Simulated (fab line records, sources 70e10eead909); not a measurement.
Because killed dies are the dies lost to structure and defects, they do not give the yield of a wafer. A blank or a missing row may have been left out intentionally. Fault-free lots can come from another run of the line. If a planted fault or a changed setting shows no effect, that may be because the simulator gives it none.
Chamber matching | flow nandHarc | NHARC_THIN_TSV_ETCH_44 on rieDiel-03: 4 sister chambers
The step etches the open film in CF4/O2, target depth 1594.2 nm, time 797.1 s. 8 wafers are shown with their chamber, then 7 later ones without.

WAFERS, EACH WITH ITS CHAMBER
wafer  | chamber | drypumpMotorCurrentA (A) | rfVppV (V)
L780.2 | 3       | 5.0                      | 797
L778.1 | 3       | 4.9                      | 799
L781.2 | 2       | 5.7                      | 787
L781.3 | 1       | 6.3                      | 801
L783.3 | 1       | 6.3                      | 801
L783.4 | 0       | 6.0                      | 794
L783.5 | 2       | 5.7                      | 787
L789.1 | 0       | 6.0                      | 793

WAFERS WITH NO CHAMBER GIVEN
wafer  | drypumpMotorCurrentA (A) | rfVppV (V)
L789.3 | 5.6                      | 788
L789.5 | 6.0                      | 794
L790.1 | 6.3                      | 801
L790.4 | 5.7                      | 788
L790.5 | 4.9                      | 798
L798.1 | 6.3                      | 802
L798.3 | 5.0                      | 797

CHAMBER TAKEN BY EACH
wafer  | from the rows above | in truth
L789.3 | 2                   | 2
L789.5 | 0                   | 0
L790.1 | 1                   | 1
L790.4 | 2                   | 2
L790.5 | 3                   | 3
L798.1 | 1                   | 1
L798.3 | 3                   | 3
Placed correctly: 7 of 7. Number that these rows cannot place: 0. Wrongly placed: 0.
How it was worked out, from the rows above alone: a wafer's distance from a chamber is the root of the sum, over the readings, of the square of ((its reading less the chamber's mean) divided by the reading's scatter). If the next closest chamber is less than 2 further off than the closest, the wafer can't be placed; otherwise it belongs to the closest. For every chamber, the mean is computed from those of its wafers that are shown. The scatter: take each reading less its chamber's mean, square it, sum over the shown wafers, divide by the number of wafers less the number of chambers, and take the root.
